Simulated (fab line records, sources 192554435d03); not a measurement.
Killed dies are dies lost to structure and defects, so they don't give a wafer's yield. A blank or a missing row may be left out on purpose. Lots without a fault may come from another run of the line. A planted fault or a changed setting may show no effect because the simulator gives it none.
Which tool did it? | flow n5_finfet | 24 lots, 72 wafers sampled, at 6 steps of a route of 1938

WHAT THE GAUGES READ, wafer by wafer
N5_WELL_APT_CD_MEAS_08: target cd 200 nm. Usual: cd_nm 199.4 nm, standard deviation 1.3.
lot  | measured    | on        | cd_nm (nm)        | flag
L074 | day 1 13:50 | cd_sem-02 | 198.0 199.3 200.7 |
L075 | day 1 19:49 | cd_sem-01 | 196.0 197.2 197.1 |
L076 | day 2 01:49 | cd_sem-01 | 198.6 199.2 200.1 |
L077 | day 2 07:42 | cd_sem-02 | 202.0 202.6 201.4 |
L078 | day 2 13:50 | cd_sem-02 | 199.3 199.1 201.2 |
L079 | day 2 19:41 | cd_sem-03 | 199.6 198.5 200.5 |
L080 | day 3 01:42 | cd_sem-03 | 197.9 200.0 199.1 |
L081 | day 3 07:41 | cd_sem-01 | 199.5 198.8 200.0 |
L082 | day 3 13:41 | cd_sem-02 | 199.1 199.1 200.1 |
L083 | day 3 19:50 | cd_sem-02 | 200.3 199.7 201.4 |
L084 | day 4 02:13 | cd_sem-02 | 199.5 197.8 198.4 |
L085 | day 4 07:43 | cd_sem-01 | 198.8 195.9 197.4 |
L086 | day 4 13:41 | cd_sem-02 | 199.7 200.8 199.1 |
L087 | day 4 19:41 | cd_sem-03 | 198.3 199.2 198.5 |
L088 | day 5 01:48 | cd_sem-03 | 199.1 202.2 199.5 |
L089 | day 5 07:44 | cd_sem-01 | 200.0 200.6 200.9 |
L090 | day 5 13:46 | cd_sem-02 | 199.2 198.4 200.7 |
L091 | day 5 19:35 | cd_sem-02 | 198.2 198.5 199.1 |
L092 | day 6 02:15 | cd_sem-02 | 198.9 198.9 201.2 |
L093 | day 6 07:56 | cd_sem-02 | 200.0 200.7 200.0 |
L094 | day 6 13:35 | cd_sem-02 | 199.1 197.9 199.1 |
L095 | day 6 19:34 | cd_sem-03 | 198.5 199.2 199.5 |
L096 | day 7 01:49 | cd_sem-01 | 197.6 199.4 200.2 |
L097 | day 7 07:49 | cd_sem-03 | 199.2 199.1 197.2 |

N5_WELL_APT_OVL_MEAS_26. Usual: PWELL_OVL -5 nm, standard deviation 5.9.
lot  | measured    | on         | PWELL_OVL (nm) | flag
L074 | day 1 14:59 | overlay-01 | -8 -17 -10     |
L075 | day 1 20:58 | overlay-01 | 0 -5 -7        |
L076 | day 2 03:06 | overlay-01 | 4 0 -8         |
L077 | day 2 08:53 | overlay-01 | 4 0 2          |
L078 | day 2 15:03 | overlay-01 | 4 -4 -7        |
L079 | day 2 21:13 | overlay-02 | -8 -12 -4      |
L080 | day 3 02:51 | overlay-02 | -2 -4 -7       |
L081 | day 3 08:52 | overlay-02 | -5 -8 -13      |
L082 | day 3 14:50 | overlay-02 | -4 0 5         |
L083 | day 3 21:17 | overlay-01 | -3 -3 -1       |
L084 | day 4 03:32 | overlay-01 | -16 -21 -14    |
L085 | day 4 08:54 | overlay-02 | -4 -5 -11      |
L086 | day 4 15:14 | overlay-01 | -1 -2 0        |
L087 | day 4 20:58 | overlay-01 | -20 -12 -22    |
L088 | day 5 03:08 | overlay-01 | -13 -9 0       |
L089 | day 5 09:08 | overlay-01 | -13 -8 -9      |
L090 | day 5 14:55 | overlay-01 | -14 -4 -10     |
L091 | day 5 20:46 | overlay-01 | 0 -6 -2        |
L092 | day 6 03:24 | overlay-02 | 4 3 0          |
L093 | day 6 09:10 | overlay-02 | -4 -4 8        |
L094 | day 6 14:53 | overlay-01 | -5 -11 0       |
L095 | day 6 20:50 | overlay-01 | -7 -9 -12      |
L096 | day 7 03:07 | overlay-02 | -11 -9 -8      |
L097 | day 7 08:58 | overlay-01 | -8 -1 -5       |

N5_WELL_APT_INSPECT_38: inspects for defects (darkfield). Usual: raw_defect_count 13, standard deviation 5.1.
lot  | measured    | on                | raw_defect_count | flag
L074 | day 1 16:55 | defect_inspect-01 | 8 16 7           |
L075 | day 1 22:41 | defect_inspect-01 | 10 12 17         |
L076 | day 2 05:01 | defect_inspect-01 | 12 6 18          |
L077 | day 2 10:35 | defect_inspect-01 | 17 12 16         |
L078 | day 2 16:45 | defect_inspect-02 | 10 12 15         |
L079 | day 2 23:13 | defect_inspect-02 | 8 11 9           |
L080 | day 3 04:33 | defect_inspect-02 | 14 12 16         |
L081 | day 3 10:38 | defect_inspect-01 | 4 8 7            |
L082 | day 3 16:33 | defect_inspect-01 | 15 12 9          |
L083 | day 3 22:59 | defect_inspect-01 | 10 5 7           |
L084 | day 4 05:14 | defect_inspect-02 | 19 26 19         |
L085 | day 4 10:39 | defect_inspect-01 | 12 8 10          |
L086 | day 4 17:28 | defect_inspect-01 | 9 9 8            |
L087 | day 5 01:10 | defect_inspect-01 | 17 17 7          |
L088 | day 5 05:18 | defect_inspect-02 | 17 14 30         |
L089 | day 5 11:19 | defect_inspect-01 | 12 9 15          |
L090 | day 5 16:48 | defect_inspect-01 | 16 20 17         |
L091 | day 5 22:28 | defect_inspect-02 | 10 14 17         |
L092 | day 6 05:23 | defect_inspect-01 | 10 8 3           |
L093 | day 6 10:53 | defect_inspect-02 | 25 14 13         |
L094 | day 6 17:22 | defect_inspect-02 | 13 8 7           |
L095 | day 6 22:34 | defect_inspect-01 | 11 12 20         |
L096 | day 7 05:02 | defect_inspect-01 | 4 17 13          |
L097 | day 7 10:41 | defect_inspect-02 | 13 16 11         |

N5_FIN_SAQP_INSPECT_18: inspects for defects (brightfield). Usual: raw_defect_count 353, standard deviation 100.
lot  | measured    | on                | raw_defect_count | flag
L074 | day 1 21:55 | defect_inspect-02 | 335 831 411      |
L075 | day 2 03:14 | defect_inspect-01 | 409 260 326      |
L076 | day 2 09:55 | defect_inspect-01 | 341 512 432      |
L077 | day 2 15:45 | defect_inspect-01 | 293 344 439      |
L078 | day 2 21:17 | defect_inspect-02 | 314 346 319      |
L079 | day 3 03:52 | defect_inspect-01 | 354 320 339      |
L080 | day 3 11:14 | defect_inspect-02 | 497 365 299      |
L081 | day 3 16:28 | defect_inspect-01 | 179 216 261      |
L082 | day 3 22:04 | defect_inspect-01 | 341 245 317      |
L083 | day 4 05:03 | defect_inspect-01 | 229 238 218      |
L084 | day 4 10:35 | defect_inspect-02 | 322 413 286      |
L085 | day 4 17:45 | defect_inspect-02 | 340 401 319      |
L086 | day 4 22:07 | defect_inspect-02 | 335 286 333      |
L087 | day 5 06:37 | defect_inspect-01 | 312 374 387      |
L088 | day 5 10:20 | defect_inspect-01 | 326 295 223      |
L089 | day 5 16:32 | defect_inspect-02 | 307 273 263      |
L090 | day 5 21:42 | defect_inspect-01 | 450 388 572      |
L091 | day 6 03:26 | defect_inspect-02 | 371 481 425      |
L092 | day 6 10:22 | defect_inspect-02 | 367 252 256      |
L093 | day 6 15:59 | defect_inspect-01 | 564 390 463      |
L094 | day 6 22:20 | defect_inspect-02 | 345 415 535      |
L095 | day 7 03:33 | defect_inspect-01 | 429 306 299      |
L096 | day 7 09:41 | defect_inspect-02 | 265 279 205      |
L097 | day 7 15:24 | defect_inspect-01 | 323 265 214      |

WHICH TOOL RAN EACH LOT (tool, then ch and the chambers of the sampled wafers, then the start)
lot  | N5_PMOS_HMC_CHANNEL_EPI_EPI_26 | N5_FIN_SAQP_PECVD_48
L074 | epi_rpcvd-02 ch 0, day 1 19:49 | pecvd-02 ch 0,1,2, day 1 21:22
L075 | epi_rpcvd-04 ch 0, day 2 01:38 | pecvd-04 ch 0,1, day 2 02:41
L076 | epi_rpcvd-01 ch 0, day 2 08:11 | pecvd-02 ch 0,2, day 2 09:19
L077 | epi_rpcvd-01 ch 0, day 2 13:42 | pecvd-03 ch 0,1,2, day 2 15:04
L078 | epi_rpcvd-04 ch 0, day 2 19:39 | pecvd-02 ch 0,2, day 2 20:44
L079 | epi_rpcvd-02 ch 0, day 3 02:10 | pecvd-03 ch 0,2, day 3 03:12
L080 | epi_rpcvd-04 ch 0, day 3 07:26 | pecvd-03 ch 0,1,2, day 3 10:32
L081 | epi_rpcvd-02 ch 0, day 3 13:27 | pecvd-03 ch 1,2, day 3 15:46
L082 | epi_rpcvd-02 ch 0, day 3 20:00 | pecvd-02 ch 0,1, day 3 21:20
L083 | epi_rpcvd-02 ch 0, day 4 01:58 | pecvd-04 ch 1,2, day 4 04:19
L084 | epi_rpcvd-02 ch 0, day 4 08:49 | pecvd-03 ch 1,2, day 4 09:55
L085 | epi_rpcvd-02 ch 0, day 4 13:50 | pecvd-02 ch 1,2, day 4 17:04
L086 | epi_rpcvd-04 ch 0, day 4 20:30 | pecvd-04 ch 0,2, day 4 21:33
L087 | epi_rpcvd-01 ch 0, day 5 04:43 | pecvd-03 ch 0,2, day 5 05:56
L088 | epi_rpcvd-01 ch 0, day 5 08:20 | pecvd-04 ch 1,2, day 5 09:44
L089 | epi_rpcvd-04 ch 0, day 5 14:37 | pecvd-03 ch 1,2, day 5 15:51
L090 | epi_rpcvd-04 ch 0, day 5 19:50 | pecvd-04 ch 0,2, day 5 21:01
L091 | epi_rpcvd-02 ch 0, day 6 01:49 | pecvd-04 ch 0,2, day 6 02:53
L092 | epi_rpcvd-04 ch 0, day 6 08:32 | pecvd-04 ch 0,1,2, day 6 09:43
L093 | epi_rpcvd-02 ch 0, day 6 14:17 | pecvd-02 ch 0,2, day 6 15:19
L094 | epi_rpcvd-01 ch 0, day 6 20:35 | pecvd-03 ch 0,1,2, day 6 21:47
L095 | epi_rpcvd-02 ch 0, day 7 01:48 | pecvd-02 ch 0,1,2, day 7 02:52
L096 | epi_rpcvd-01 ch 0, day 7 07:58 | pecvd-02 ch 0,2, day 7 09:00
L097 | epi_rpcvd-04 ch 0, day 7 13:48 | pecvd-02 ch 1,2, day 7 14:49
- N5_PMOS_HMC_CHANNEL_EPI_EPI_26: deposits Si from SiH4/H2, target thk 3.8 nm, time 22.7 s.
- N5_FIN_SAQP_PECVD_48: deposits SiNx from SiH4/NH3/N2, target thk 25 nm, time 22.1 s.

WHAT THE TOOLS THEMSELVES READ (means of the sampled wafers that have a number; where no wafer has one, the mark that the record gives instead)
N5_PMOS_HMC_CHANNEL_EPI_EPI_26. Usual: throttle_valve_pct 11.4 %, standard deviation 0.39.
lot  | tool         | throttle_valve_pct (%) | flag
L074 | epi_rpcvd-02 | 11.7                   |
L075 | epi_rpcvd-04 | 11.5                   |
L076 | epi_rpcvd-01 | 10.7                   |
L077 | epi_rpcvd-01 | 10.8                   |
L078 | epi_rpcvd-04 | 11.3                   |
L079 | epi_rpcvd-02 | 11.6                   |
L080 | epi_rpcvd-04 | 11.2                   |
L081 | epi_rpcvd-02 | 11.5                   |
L082 | epi_rpcvd-02 | 11.7                   |
L083 | epi_rpcvd-02 | 11.7                   |
L084 | epi_rpcvd-02 | 11.7                   |
L085 | epi_rpcvd-02 | 11.6                   |
L086 | epi_rpcvd-04 | 11.4                   |
L087 | epi_rpcvd-01 | 10.9                   |
L088 | epi_rpcvd-01 | 10.8                   |
L089 | epi_rpcvd-04 | 11.4                   |
L090 | epi_rpcvd-04 | 11.6                   |
L091 | epi_rpcvd-02 | 11.6                   |
L092 | epi_rpcvd-04 | 11.2                   |
L093 | epi_rpcvd-02 | 11.7                   |
L094 | epi_rpcvd-01 | 10.8                   |
L095 | epi_rpcvd-02 | 11.7                   |
L096 | epi_rpcvd-01 | 10.8                   |
L097 | epi_rpcvd-04 | 11.3                   |

N5_FIN_SAQP_PECVD_48. Usual: heater_power_w 798 W, standard deviation 75; showerhead_plenum_p_Torr 5.14 Torr, standard deviation 0.078; throttle_valve_pct 39.1 %, standard deviation 1.1.
lot  | tool     | heater_power_w (W) | showerhead_plenum_p_Torr (Torr) | throttle_valve_pct (%) | flag
L074 | pecvd-02 | 860                | 5.11                            | 38.4                   |
L075 | pecvd-04 | 751                | 5.16                            | 41.1                   |
L076 | pecvd-02 | 854                | 5.13                            | 38.4                   |
L077 | pecvd-03 | 785                | 5.19                            | 38.4                   |
L078 | pecvd-02 | 794                | 5.16                            | 38.4                   |
L079 | pecvd-03 | 687                | 5.11                            | 38.2                   |
L080 | pecvd-03 | 785                | 5.19                            | 38.3                   |
L081 | pecvd-03 | 698                | 5.26                            | 38.7                   |
L082 | pecvd-02 | 853                | 5.09                            | 38.3                   |
L083 | pecvd-04 | 841                | 5.12                            | 40.3                   |
L084 | pecvd-03 | 682                | 5.19                            | 38.6                   |
L085 | pecvd-02 | 816                | 5.13                            | 38.4                   |
L086 | pecvd-04 | 751                | 5.18                            | 40.6                   |
L087 | pecvd-03 | 715                | 5.13                            | 38.1                   |
L088 | pecvd-04 | 752                | 5.11                            | 40.6                   |
L089 | pecvd-03 | 759                | 5.25                            | 39.1                   |
L090 | pecvd-04 | 800                | 5.17                            | 40.7                   |
L091 | pecvd-04 | 805                | 5.18                            | 40.4                   |
L092 | pecvd-04 | 784                | 5.14                            | 40.9                   |
L093 | pecvd-02 | 846                | 5.13                            | 38.5                   |
L094 | pecvd-03 | 758                | 5.19                            | 38.6                   |
L095 | pecvd-02 | 851                | 5.12                            | 38.4                   |
L096 | pecvd-02 | 784                | 5.15                            | 38.6                   |
L097 | pecvd-02 | 890                | 5.10                            | 38.3                   |

THE ANSWER, worked out from the rows above alone
Rule: a lot is off if the mean of its wafers that have a number lies more than 3 standard deviations from the usual mean. A lot without any number at a reading at which 4 lots or more have one is off too. The other lots that the step has rows for count as sound. The gauges are gone through in route order, then the tools' own readings, and for those a lot's mean is taken as printed above. The first step at which some lot is off is used, and at that step the reading that is off furthest; a lot without a number counts as furthest.
No lot is off at any reading shown: from this, nothing can be told.

WHAT THE SIMULATOR HAD PUT IN
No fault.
